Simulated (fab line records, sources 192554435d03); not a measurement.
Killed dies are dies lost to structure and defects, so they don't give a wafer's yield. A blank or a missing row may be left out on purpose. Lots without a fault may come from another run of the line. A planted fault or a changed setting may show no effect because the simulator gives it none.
Chamber matching | flow n5_finfet | N5_BEOL_M9_STRIP_19 on rie_diel-01: 4 sister chambers
The step strips in O2. 8 wafers are shown with their chamber, then 9 later ones without.

WAFERS WITH THEIR CHAMBER
wafer  | chamber | showerhead_plenum_p_Torr (Torr) | throttle_valve_pct (%)
L076.6 | 1       | 2.15                            | 16.65
L078.2 | 3       | 2.01                            | 16.93
L084.6 | 0       | 2.09                            | 16.98
L083.1 | 0       | 2.09                            | 17.00
L083.5 | 3       | 2.01                            | 16.95
L089.2 | 2       | 2.09                            | 16.63
L089.4 | 1       | 2.14                            | 16.70
L089.5 | 2       | 2.08                            | 16.62

WAFERS WITHOUT THEIR CHAMBER
wafer  | showerhead_plenum_p_Torr (Torr) | throttle_valve_pct (%)
L092.1 | 2.14                            | 16.69
L092.2 | 2.08                            | 16.63
L092.3 | 2.08                            | 17.02
L094.3 | 2.08                            | 17.07
L094.5 | 2.08                            | 16.63
L094.6 | 2.00                            | 17.00
L097.1 | 2.08                            | 17.06
L097.3 | 2.08                            | 16.64
L097.6 | 2.08                            | 16.65

WHICH CHAMBER EACH WENT THROUGH
wafer  | from the rows above | in truth
L092.1 | 1                   | 1
L092.2 | 2                   | 2
L092.3 | 0                   | 0
L094.3 | 0                   | 0
L094.5 | 2                   | 2
L094.6 | 3                   | 3
L097.1 | 0                   | 0
L097.3 | 2                   | 2
L097.6 | 2                   | 2
Placed correctly: 9 of 9. Can't be placed from these rows: 0. Placed wrongly: 0.
How it was worked out, from the rows above alone: a wafer's distance from a chamber is the root of the sum, over the readings, of the square of ((its reading less the chamber's mean) divided by the reading's scatter). The wafer belongs to the nearest chamber; if the next one is less than 2 further off, it can't be placed. A chamber's mean is the mean of its shown wafers. The scatter: the root of (the sum of the squares of (reading less its chamber's mean) over the shown wafers, divided by (wafers less chambers)).
